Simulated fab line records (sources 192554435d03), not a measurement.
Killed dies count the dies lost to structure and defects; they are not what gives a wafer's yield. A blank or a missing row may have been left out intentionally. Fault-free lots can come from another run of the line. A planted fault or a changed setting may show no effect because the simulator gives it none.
Matching of chambers ; flow n5_finfet ; N5_BEOL_M6_STRIP_19 on rie_diel-01 has 4 sister chambers
The step strips in O2. 16 wafers are shown with their chamber, then 8 later ones without.

WAFERS, EACH WITH ITS CHAMBER
wafer;chamber;showerhead_plenum_p_Torr (Torr);drypump_motor_current_A (A);throttle_valve_pct (%)
L078.1;0;2.04;5.5;16.86
L078.4;1;2.11;5.5;16.35
L078.5;1;2.11;5.5;16.35
L077.1;1;2.11;5.5;16.37
L077.5;2;2.17;5.9;16.93
L077.6;1;2.11;5.5;16.38
L082.2;1;2.11;5.5;16.39
L082.4;0;2.03;5.5;16.92
L082.5;1;2.11;5.5;16.39
L084.1;2;2.17;5.9;16.95
L084.4;0;2.03;5.5;16.90
L084.5;2;2.17;5.9;16.95
L085.2;0;2.03;5.5;16.91
L085.5;0;2.03;5.4;16.93
L085.6;3;2.04;6.1;16.21
L091.1;2;2.16;5.9;16.99

SIGNATURES (averages over the wafers above)
reading;chamber 0;chamber 1;chamber 2;chamber 3;scatter within a chamber
showerhead_plenum_p_Torr;2.0320;2.1100;2.1675;2.0400;0.00359
drypump_motor_current_A;5.480;5.500;5.900;6.100;0.0258
throttle_valve_pct;16.9040;16.3717;16.9550;16.2100;0.0233
Rule: for each reading, subtract the chamber's mean from the wafer's reading, divide by that reading's scatter and square the result; add these up over the readings and take the root, which gives the wafer's distance from the chamber. If the next closest chamber is less than 2 further off than the closest, the wafer can't be placed; otherwise it belongs to the closest. The scatter: the root of (the sum of the squares of (reading less its chamber's mean) over the shown wafers, divided by (wafers less chambers)).

WAFERS WHOSE CHAMBER IS MISSING
wafer;showerhead_plenum_p_Torr (Torr);drypump_motor_current_A (A);throttle_valve_pct (%)
L091.4;2.03;6.1;16.25
L091.5;2.10;5.5;16.41
L092.1;2.03;5.5;16.93
L092.4;2.10;5.5;16.42
L092.5;2.16;5.9;16.96
L095.3;2.03;5.5;16.94
L095.5;2.16;5.9;17.00
L095.6;2.10;5.5;16.42

CHAMBER TAKEN BY EACH
wafer;from the rows above;in truth
L091.4;3;3
L091.5;1;1
L092.1;0;0
L092.4;1;1
L092.5;2;2
L095.3;0;0
L095.5;2;2
L095.6;1;1
Correctly placed: 8 of 8. Left unplaced by these rows: 0. 0 placed wrongly.
